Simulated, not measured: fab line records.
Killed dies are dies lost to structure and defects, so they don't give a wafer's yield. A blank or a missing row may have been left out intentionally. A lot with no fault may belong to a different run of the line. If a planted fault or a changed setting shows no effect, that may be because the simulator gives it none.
Chamber matching || flow n5Finfet || N5_BEOL_M2_PECVD_72 on pecvd-02: 3 sister chambers
The step deposits SiO2 from TEOS/O2, target thk 16 nm, time 18 s. 18 wafers are shown with their chamber, then 9 later ones without.

WAFERS, EACH WITH ITS CHAMBER
{"wafer": "L076.3", "chamber": 0, "throttleValvePct (%)": 23.7, "showerheadPlenumPTorr (Torr)": 8.86, "heaterPowerW (W)": 785}
{"wafer": "L076.4", "chamber": 1, "throttleValvePct (%)": 22.3, "showerheadPlenumPTorr (Torr)": 8.74, "heaterPowerW (W)": 679}
{"wafer": "L076.5", "chamber": 0, "throttleValvePct (%)": 24.0, "showerheadPlenumPTorr (Torr)": 8.88, "heaterPowerW (W)": 802}
{"wafer": "L078.1", "chamber": 2, "throttleValvePct (%)": 20.4, "showerheadPlenumPTorr (Torr)": 8.73, "heaterPowerW (W)": 729}
{"wafer": "L078.4", "chamber": 0, "throttleValvePct (%)": 23.8, "showerheadPlenumPTorr (Torr)": 8.87, "heaterPowerW (W)": 887}
{"wafer": "L078.5", "chamber": 1, "throttleValvePct (%)": 22.6, "showerheadPlenumPTorr (Torr)": 8.75, "heaterPowerW (W)": 673}
{"wafer": "L084.3", "chamber": 0, "throttleValvePct (%)": 23.8, "showerheadPlenumPTorr (Torr)": 8.86, "heaterPowerW (W)": 870}
{"wafer": "L084.5", "chamber": 1, "throttleValvePct (%)": 22.6, "showerheadPlenumPTorr (Torr)": 8.76, "heaterPowerW (W)": 717}
{"wafer": "L084.6", "chamber": 0, "throttleValvePct (%)": 24.3, "showerheadPlenumPTorr (Torr)": 8.87, "heaterPowerW (W)": 851}
{"wafer": "L085.3", "chamber": 0, "throttleValvePct (%)": 23.7, "showerheadPlenumPTorr (Torr)": 8.88, "heaterPowerW (W)": 713}
{"wafer": "L085.4", "chamber": 1, "throttleValvePct (%)": 22.6, "showerheadPlenumPTorr (Torr)": 8.78, "heaterPowerW (W)": 681}
{"wafer": "L085.6", "chamber": 1, "throttleValvePct (%)": 22.8, "showerheadPlenumPTorr (Torr)": 8.75, "heaterPowerW (W)": 684}
{"wafer": "L087.1", "chamber": 1, "throttleValvePct (%)": 22.7, "showerheadPlenumPTorr (Torr)": 8.76, "heaterPowerW (W)": 696}
{"wafer": "L087.2", "chamber": 2, "throttleValvePct (%)": 20.6, "showerheadPlenumPTorr (Torr)": 8.75, "heaterPowerW (W)": 827}
{"wafer": "L087.5", "chamber": 0, "throttleValvePct (%)": 23.9, "showerheadPlenumPTorr (Torr)": 8.88, "heaterPowerW (W)": 769}
{"wafer": "L088.1", "chamber": 2, "throttleValvePct (%)": 20.8, "showerheadPlenumPTorr (Torr)": 8.72, "heaterPowerW (W)": 807}
{"wafer": "L088.3", "chamber": 1, "throttleValvePct (%)": 22.8, "showerheadPlenumPTorr (Torr)": 8.77, "heaterPowerW (W)": 704}
{"wafer": "L088.6", "chamber": 2, "throttleValvePct (%)": 20.5, "showerheadPlenumPTorr (Torr)": 8.72, "heaterPowerW (W)": 838}

SIGNATURES, as means of the wafers listed above
{"reading": "throttleValvePct", "chamber 0": 23.886, "chamber 1": 22.629, "chamber 2": 20.575, "scatter within a chamber": 0.188}
{"reading": "showerheadPlenumPTorr", "chamber 0": 8.8714, "chamber 1": 8.7586, "chamber 2": 8.7300, "scatter within a chamber": 0.012}
{"reading": "heaterPowerW", "chamber 0": 811.00, "chamber 1": 690.57, "chamber 2": 800.25, "scatter within a chamber": 46}
Rule: a wafer lies at a distance from a chamber equal to the root of the sum of squares, over the readings, of (its reading less the chamber's mean, divided by the reading's scatter). The wafer belongs to the nearest chamber; if the next one is less than 2 further off, it can't be placed. The scatter is the square root of a quotient: the sum, over the shown wafers, of each reading's squared deviation from its chamber's mean, divided by wafers minus chambers.

WAFERS MISSING THEIR CHAMBER
{"wafer": "L089.2", "throttleValvePct (%)": 20.8, "showerheadPlenumPTorr (Torr)": 8.70, "heaterPowerW (W)": 740}
{"wafer": "L089.3", "throttleValvePct (%)": 23.8, "showerheadPlenumPTorr (Torr)": 8.88, "heaterPowerW (W)": 774}
{"wafer": "L089.5", "throttleValvePct (%)": 22.3, "showerheadPlenumPTorr (Torr)": 8.75, "heaterPowerW (W)": 591}
{"wafer": "L090.4", "throttleValvePct (%)": 22.5, "showerheadPlenumPTorr (Torr)": 8.78, "heaterPowerW (W)": 696}
{"wafer": "L090.5", "throttleValvePct (%)": 24.0, "showerheadPlenumPTorr (Torr)": 8.85, "heaterPowerW (W)": 762}
{"wafer": "L090.6", "throttleValvePct (%)": 20.9, "showerheadPlenumPTorr (Torr)": 8.72, "heaterPowerW (W)": 692}
{"wafer": "L096.1", "throttleValvePct (%)": 24.1, "showerheadPlenumPTorr (Torr)": 8.88, "heaterPowerW (W)": 839}
{"wafer": "L096.2", "throttleValvePct (%)": 22.8, "showerheadPlenumPTorr (Torr)": 8.77, "heaterPowerW (W)": 670}
{"wafer": "L096.4", "throttleValvePct (%)": 20.6, "showerheadPlenumPTorr (Torr)": 8.75, "heaterPowerW (W)": 740}

EACH ONE'S CHAMBER
{"wafer": "L089.2", "from the rows above": 2, "in truth": 2}
{"wafer": "L089.3", "from the rows above": 0, "in truth": 0}
{"wafer": "L089.5", "from the rows above": 1, "in truth": 1}
{"wafer": "L090.4", "from the rows above": 1, "in truth": 1}
{"wafer": "L090.5", "from the rows above": 0, "in truth": 0}
{"wafer": "L090.6", "from the rows above": 2, "in truth": 2}
{"wafer": "L096.1", "from the rows above": 0, "in truth": 0}
{"wafer": "L096.2", "from the rows above": 1, "in truth": 1}
{"wafer": "L096.4", "from the rows above": 2, "in truth": 2}
Correctly placed: 9 of 9. Can't be placed from these rows: 0. Number placed wrongly: 0.
